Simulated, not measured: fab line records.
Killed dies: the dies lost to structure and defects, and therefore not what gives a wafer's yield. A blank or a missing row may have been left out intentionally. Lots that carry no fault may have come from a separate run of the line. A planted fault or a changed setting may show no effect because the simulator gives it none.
Commonality check across tools | flow nand-harc | 42 wafers sampled across 12 lots

## REASON FOR OPENING
Flagged at NHARC_P_M1_CD_MEAS_09: reading cd-nm, on 2 of 12 lots. Wafers without a fault read 130.3 nm, standard deviation 0.76.
Rule: a lot is flagged when every wafer of it that has a number lies more than 4 standard deviations from that mean, or none has a number. The other lots count as sound.

lot  | measured     | on        | cd-nm (nm), wafer by wafer          | flag
L886 | day 6 09:26  | cd-sem-01 | 131.4 132.0 131.2                   |
L888 | day 7 09:41  | cd-sem-01 | 130.5 130.7 131.1                   |
L889 | day 7 17:47  | cd-sem-01 | 128.8 129.7 131.0                   |
L891 | day 8 12:10  | cd-sem-03 | 131.0 131.7 130.7                   |
L892 | day 9 00:18  | cd-sem-03 | 121.8 120.7 121.1 121.6 120.7 120.8 | FLAGGED
L893 | day 9 13:50  | cd-sem-01 | 129.3 129.6 130.5                   |
L895 | day 10 10:26 | cd-sem-03 | 122.8 123.4 123.1 123.0 123.4 123.3 | FLAGGED
L898 | day 11 14:24 | cd-sem-02 | 130.1 129.8 130.7                   |
L900 | day 12 05:20 | cd-sem-02 | 131.1 130.5 130.3                   |
L905 | day 14 15:20 | cd-sem-03 | 130.6 129.8 129.5                   |
L907 | day 15 09:59 | cd-sem-02 | 130.1 129.8 129.6                   |
L908 | day 15 17:11 | cd-sem-03 | 129.9 131.5 130.6                   |
The numbers of the flagged lots are 122.1 nm on average: -8.2 nm against the usual, or -11 standard deviations.

## TOOL THAT RAN EACH LOT
The record holds 2 process steps before the reading, out of a route of 1302 steps. Each cell gives the tool, then ch followed by the chambers the sampled wafers passed through, then the start.
lot  | flag    | NHARC_P_M0_DEGAS_28          | NHARC_P_M1_EXPOSE_06
L886 |         | pvd-sputter-01, day 6 06:30  | arfi-scanner-01 ch 0, day 6 09:19
L888 |         | pvd-sputter-02, day 7 06:32  | arfi-scanner-01 ch 0, day 7 09:33
L889 |         | pvd-sputter-03, day 7 14:59  | arfi-scanner-01 ch 0, day 7 17:39
L891 |         | pvd-sputter-01, day 8 09:13  | arfi-scanner-02 ch 0, day 8 12:02
L892 | FLAGGED | pvd-sputter-02, day 8 21:22  | arfi-scanner-01 ch 0, day 9 00:10
L893 |         | pvd-sputter-01, day 9 10:52  | arfi-scanner-02 ch 0, day 9 13:42
L895 | FLAGGED | pvd-sputter-01, day 10 07:26 | arfi-scanner-01 ch 0, day 10 10:17
L898 |         | pvd-sputter-02, day 11 11:25 | arfi-scanner-03 ch 0, day 11 14:16
L900 |         | pvd-sputter-03, day 12 02:23 | arfi-scanner-02 ch 0, day 12 05:12
L905 |         | pvd-sputter-02, day 14 12:22 | arfi-scanner-02 ch 0, day 14 15:13
L907 |         | pvd-sputter-02, day 15 07:01 | arfi-scanner-02 ch 0, day 15 09:51
L908 |         | pvd-sputter-02, day 15 14:14 | arfi-scanner-03 ch 0, day 15 17:02
What these steps do:
- NHARC_P_M0_DEGAS_28: time 60 s.
- NHARC_P_M1_EXPOSE_06: exposes mask P M1, target cd 130 nm.
- NHARC_P_M1_CD_MEAS_09: target cd 130 nm.

## FLAGGED OVER TOTAL, TOOL BY TOOL (the gauges that took the reading come last)
step                  | tool            | lots run | flagged | share of the flagged lots | sound lots run after its first flagged lot
NHARC_P_M0_DEGAS_28   | pvd-sputter-01  | 4        | 1       | some                      | 0
NHARC_P_M0_DEGAS_28   | pvd-sputter-02  | 6        | 1       | some                      | 4 (L898,L905,L907,L908)
NHARC_P_M0_DEGAS_28   | pvd-sputter-03  | 2        | 0       | none                      | -
NHARC_P_M1_EXPOSE_06  | arfi-scanner-01 | 5        | 2       | all                       | 0
NHARC_P_M1_EXPOSE_06  | arfi-scanner-02 | 5        | 0       | none                      | -
NHARC_P_M1_EXPOSE_06  | arfi-scanner-03 | 2        | 0       | none                      | -
NHARC_P_M1_CD_MEAS_09 | cd-sem-01       | 4        | 0       | none                      | -
NHARC_P_M1_CD_MEAS_09 | cd-sem-02       | 3        | 0       | none                      | -
NHARC_P_M1_CD_MEAS_09 | cd-sem-03       | 5        | 2       | all                       | 2 (L905,L908)

## WHAT THE TABLE ALLOWS
Every flagged lot went through 2 rows of the table: arfi-scanner-01 at NHARC_P_M1_EXPOSE_06 and cd-sem-03 at NHARC_P_M1_CD_MEAS_09.
- arfi-scanner-01 at NHARC_P_M1_EXPOSE_06 ran 5 lots, 2 of them flagged. Last sound lot L889 at day 7 17:39, first flagged lot L892 at day 9 00:10; a fault beginning in between fits. Its own readings (exposure-dose-mJ-cm2) fall more than 4 standard deviations out on all wafers of the flagged lots.
- cd-sem-03 at NHARC_P_M1_CD_MEAS_09 ran 5 lots, 2 of them flagged. Lots that were sound ran on it after the first flagged one (L905, L908); a persistent fault on the entire tool would not allow that.
Just one tool remains: arfi-scanner-01 at NHARC_P_M1_EXPOSE_06.

## WHAT HAD BEEN PUT IN BY THE SIMULATOR
Drift in process parameters on arfi-scanner-01 at NHARC_P_M1_EXPOSE_06, starting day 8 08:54. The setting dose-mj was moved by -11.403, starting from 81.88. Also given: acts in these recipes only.
Lots struck among those shown: L892, L895. This agrees with what the rule above found.
